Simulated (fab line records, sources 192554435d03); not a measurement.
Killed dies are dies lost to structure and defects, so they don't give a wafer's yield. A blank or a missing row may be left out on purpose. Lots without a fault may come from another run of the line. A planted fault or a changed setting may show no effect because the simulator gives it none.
Chamber matching | flow n5_finfet | N5_GATE_CUT_HM_DEP_46 on pecvd-01: 3 sister chambers
The step deposits SiO2 from TEOS/O2, target thk 130 nm, time 26.6 s. 6 wafers are shown with their chamber, then 9 later ones without.

WAFERS WITH THEIR CHAMBER
wafer  | chamber | throttle_valve_pct (%) | heater_power_w (W)
L077.2 | 0       | 18.5                   | 440
L078.1 | 0       | 18.6                   | 470
L083.5 | 1       | 19.6                   | 604
L084.1 | 2       | 17.9                   | 534
L084.2 | 1       | 19.6                   | 683
L084.4 | 2       | 18.3                   | 544

WAFERS WITHOUT THEIR CHAMBER
wafer  | throttle_valve_pct (%) | heater_power_w (W)
L092.1 | 18.2                   | 457
L092.2 | 18.3                   | 538
L092.5 | 18.3                   | 467
L093.3 | 18.4                   | 463
L093.4 | 19.6                   | 594
L093.6 | 18.2                   | 443
L095.1 | 19.8                   | 643
L095.4 | 19.3                   | 629
L095.6 | 18.4                   | 345

WHICH CHAMBER EACH WENT THROUGH
wafer  | from the rows above     | in truth
L092.1 | can't be placed: 0 or 2 | 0
L092.2 | can't be placed: 2 or 0 | 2
L092.5 | can't be placed: 0 or 2 | 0
L093.3 | can't be placed: 0 or 2 | 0
L093.4 | 1                       | 1
L093.6 | can't be placed: 0 or 2 | 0
L095.1 | 1                       | 1
L095.4 | 1                       | 1
L095.6 | 0                       | 0
Placed correctly: 4 of 9. Can't be placed from these rows: 5 (the true chamber is among the candidates in 5). Placed wrongly: 0.
How it was worked out, from the rows above alone: a wafer's distance from a chamber is the root of the sum, over the readings, of the square of ((its reading less the chamber's mean) divided by the reading's scatter). The wafer belongs to the nearest chamber; if the next one is less than 2 further off, it can't be placed. A chamber's mean is the mean of its shown wafers. The scatter: the root of (the sum of the squares of (reading less its chamber's mean) over the shown wafers, divided by (wafers less chambers)).
